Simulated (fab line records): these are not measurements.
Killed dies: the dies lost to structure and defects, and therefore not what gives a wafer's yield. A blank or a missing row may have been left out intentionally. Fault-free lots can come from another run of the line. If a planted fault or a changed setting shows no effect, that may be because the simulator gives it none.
One fault through the eyes of 2 desks | flow nand-harc | each desk has only its own numbers; what lay behind them comes last

THE DEFECT DESK
For each lot, the counts of the inspections along the route, averaged over the sampled wafers that have a number. The brackets show how far a lot's mean lies from the usual mean; more than 4 standard deviations puts the lot out of limits, marked OUT.
Columns: A = raw-defect-count at NHARC_A_STAIRCASE_INSPECT_155, usual 465
lot  | first seen here | A
L960 | day 18 19:20    | 367
L964 | day 20 02:43    | 600
L963 | day 20 05:34    | 470
L967 | day 22 03:41    | 544
L968 | day 22 22:20    | 548
L977 | day 25 17:16    | 546
L976 | day 26 00:43    | 359
L978 | day 26 09:21    | 355
L979 | day 27 05:34    | 634
L980 | day 28 02:45    | 441
L983 | day 28 10:07    | 402
L981 | day 28 11:19    | 489
This desk's finding: nothing out of limits on any of the 12 lots.

AT THE TOOL OWNER'S DESK: rie-diel-04
The tool's own readings at NHARC_A_SGD_CUT_ETCH_16 (etches the open film in C4F8/O2/Ar, target depth 310.5 nm, time 155.2 s): means of the sampled wafers that have a number, for each lot that ran on this tool. The brackets show how far a lot's mean lies from the usual mean; more than 4 standard deviations puts the lot out of limits, marked OUT.
Columns: A = oes-product-au at NHARC_A_SGD_CUT_ETCH_16, usual 0.971 a.u.; B = rf-vpp-V at NHARC_A_SGD_CUT_ETCH_16, usual 725 V; C = run-length-s at NHARC_A_SGD_CUT_ETCH_16, usual 176.4 s
lot  | first seen here | A     | B   | C
L960 | day 18 20:58    | 0.979 | 729 | 176.6
L967 | day 22 05:40    | 0.976 | 728 | 176.5
L977 | day 25 18:49    | 0.966 | 725 | 172.2 (-12) OUT
L976 | day 26 02:17    | 0.982 | 726 | 171.9 (-12) OUT
This desk's verdict: out of limits on L976, L977, starting with L977 at day 25 18:49 (run-length-s at NHARC_A_SGD_CUT_ETCH_16). Within limits: L960, L967.

PUT TOGETHER
The tool owner's desk had the chance to raise an alarm at day 25 18:49 on L976, L977.
The defect desk saw nothing out of limits.
The defect desk has L976, L977 on record, within its limits.
The lots listed all ran NHARC_A_SGD_CUT_ETCH_16 on rie-diel-04.

WHAT WAS PUT IN BY THE SIMULATOR
rie-diel-04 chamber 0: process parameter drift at NHARC_A_SGD_CUT_ETCH_16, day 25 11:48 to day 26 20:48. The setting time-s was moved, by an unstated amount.
Shown lots that were struck: L976, L977.
Hours from the fault's start to each desk's first reading out of limits: the tool owner's desk, 7.
